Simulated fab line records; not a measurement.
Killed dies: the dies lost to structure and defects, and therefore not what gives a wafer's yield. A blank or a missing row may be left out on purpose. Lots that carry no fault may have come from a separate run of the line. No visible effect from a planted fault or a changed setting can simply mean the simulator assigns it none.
The tool behind it: which one? / flow n5 finfet / 63 wafers sampled from 21 lots at 1 step of a route of 1938

WHAT THE GAUGES READ, wafer by wafer
N5_BEOL_M6_RS_MEAS_57: measurement is done with a four-point probe.
lot=L074; measured=day 8 15:40; on=film metro-01; M6_RS (ohm/sq)=0.293 0.291 0.292
lot=L077; measured=day 9 12:18; on=film metro-02; M6_RS (ohm/sq)=0.295 0.291 0.292
lot=L076; measured=day 9 14:23; on=film metro-02; M6_RS (ohm/sq)=0.285 0.275 0.275
lot=L078; measured=day 10 05:34; on=film metro-01; M6_RS (ohm/sq)=0.298 0.274 0.286
lot=L080; measured=day 11 05:46; on=film metro-02; M6_RS (ohm/sq)=0.276 0.288 0.312
lot=L079; measured=day 11 06:14; on=film metro-02; M6_RS (ohm/sq)=0.287 0.299 0.278
lot=L082; measured=day 11 07:19; on=film metro-02; M6_RS (ohm/sq)=0.278 0.290 0.271
lot=L081; measured=day 11 11:44; on=film metro-02; M6_RS (ohm/sq)=0.283 0.294 0.290
lot=L083; measured=day 11 13:10; on=film metro-02; M6_RS (ohm/sq)=0.292 0.280 0.278
lot=L085; measured=day 12 10:56; on=film metro-01; M6_RS (ohm/sq)=0.287 0.286 0.288
lot=L084; measured=day 12 13:14; on=film metro-02; M6_RS (ohm/sq)=0.293 0.302 0.313
lot=L087; measured=day 12 16:38; on=film metro-01; M6_RS (ohm/sq)=0.296 0.294 0.293
lot=L088; measured=day 12 17:56; on=film metro-02; M6_RS (ohm/sq)=0.280 0.281 0.296
lot=L089; measured=day 12 20:59; on=film metro-01; M6_RS (ohm/sq)=0.294 0.290 0.286
lot=L086; measured=day 12 21:33; on=film metro-01; M6_RS (ohm/sq)=0.280 0.294 0.292
lot=L090; measured=day 13 07:44; on=film metro-02; M6_RS (ohm/sq)=0.282 0.286 0.278
lot=L092; measured=day 13 22:39; on=film metro-02; M6_RS (ohm/sq)=0.291 0.283 0.291
lot=L093; measured=day 14 06:03; on=film metro-01; M6_RS (ohm/sq)=0.273 0.288 0.291
lot=L094; measured=day 15 07:42; on=film metro-02; M6_RS (ohm/sq)=0.296 0.300 0.302
lot=L096; measured=day 15 09:23; on=film metro-02; M6_RS (ohm/sq)=0.279 0.297 0.263
lot=L097; measured=day 16 07:06; on=film metro-01; M6_RS (ohm/sq)=0.291 0.276 0.289

EACH LOT AND THE TOOL THAT RAN IT (in order: tool; ch and the chambers of the sampled wafers; start)
There is no process step in the record ahead of these readings.

AS READ BY THE TOOLS THEMSELVES (means over the sampled wafers that have a number; for cases with no such wafer, the mark the record gives instead)
The record holds no such reading with a usual standard deviation.

THE ANSWER, worked out from the rows above alone
Rule: what is usual is taken from the lots themselves. The widest of any qualifying gaps counts: lots, ordered by their means at a reading, are off when they make up no more than a third of the lots, leave a main group of 4 or more, and stand apart from it by 3 or more times the standard deviation of that group's means. A main group whose means are all the same, to the digits that the tables above print for the reading, isn't used. Also off: a lot with no number at a reading for which 4 or more lots have one. The other lots that the step has rows for count as sound. The gauges are gone through in route order, then the tools' own readings, and for those a lot's mean is taken as printed above. The first step at which some lot is off is used, and at that step the reading that is off furthest; a lot without a number counts as furthest.
No lot is off at any reading shown: from this, nothing can be told.

WHAT THE SIMULATOR HAD INSERTED
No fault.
